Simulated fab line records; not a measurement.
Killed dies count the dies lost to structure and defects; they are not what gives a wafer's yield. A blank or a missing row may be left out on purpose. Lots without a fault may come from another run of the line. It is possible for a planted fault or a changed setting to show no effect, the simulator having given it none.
Matching of chambers    flow n5_finfet    4 sister chambers for N5_FIN_SAQP_ALD_61 on ald_sin-04
The step deposits SiO2, target thk 4 nm, pulse time 1 s, purge time 2 s. 8 wafers are shown with their chamber, then 10 later ones without.

== WAFERS, EACH WITH ITS CHAMBER ==
wafer   chamber  heater_power_w (W)  precursor_pulse_height_rel
L079.6  3        457                 1.022
L082.2  1        463                 1.005
L086.4  0        460                 1.024
L086.5  0        462                 0.987
L089.4  3        460                 0.973
L089.5  2        528                 1.012
L090.2  2        516                 1.010
L090.4  1        468                 0.981

== WAFERS WITHOUT THEIR CHAMBER ==
wafer   heater_power_w (W)  precursor_pulse_height_rel
L090.6  459                 1.022
L092.1  456                 1.003
L092.4  472                 1.015
L092.5  471                 1.010
L094.3  474                 1.024
L094.5  461                 1.003
L094.6  524                 0.998
L097.2  465                 0.994
L097.4  469                 0.986
L097.6  460                 1.036

== EACH ONE'S CHAMBER ==
wafer   from the rows above           in truth
L090.6  can't be placed: 0 or 3 or 1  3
L092.1  can't be placed: 3 or 0 or 1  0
L092.4  can't be placed: 1 or 0 or 3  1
L092.5  can't be placed: 1 or 0 or 3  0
L094.3  can't be placed: 1 or 0 or 3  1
L094.5  can't be placed: 0 or 3 or 1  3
L094.6  2                             2
L097.2  can't be placed: 1 or 0 or 3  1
L097.4  can't be placed: 1 or 0 or 3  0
L097.6  can't be placed: 0 or 3 or 1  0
1 of 10 placed correctly. Not placeable from these rows: 9 (in 9, the candidates include the true chamber). 0 placed wrongly.
How it was worked out, from the rows above alone: a wafer's distance from a chamber is the root of the sum, over the readings, of the square of ((its reading less the chamber's mean) divided by the reading's scatter). The wafer belongs to the nearest chamber; if the next one is less than 2 further off, it can't be placed. For every chamber, the mean is computed from those of its wafers that are shown. The scatter: the root of (the sum of the squares of (reading less its chamber's mean) over the shown wafers, divided by (wafers less chambers)).
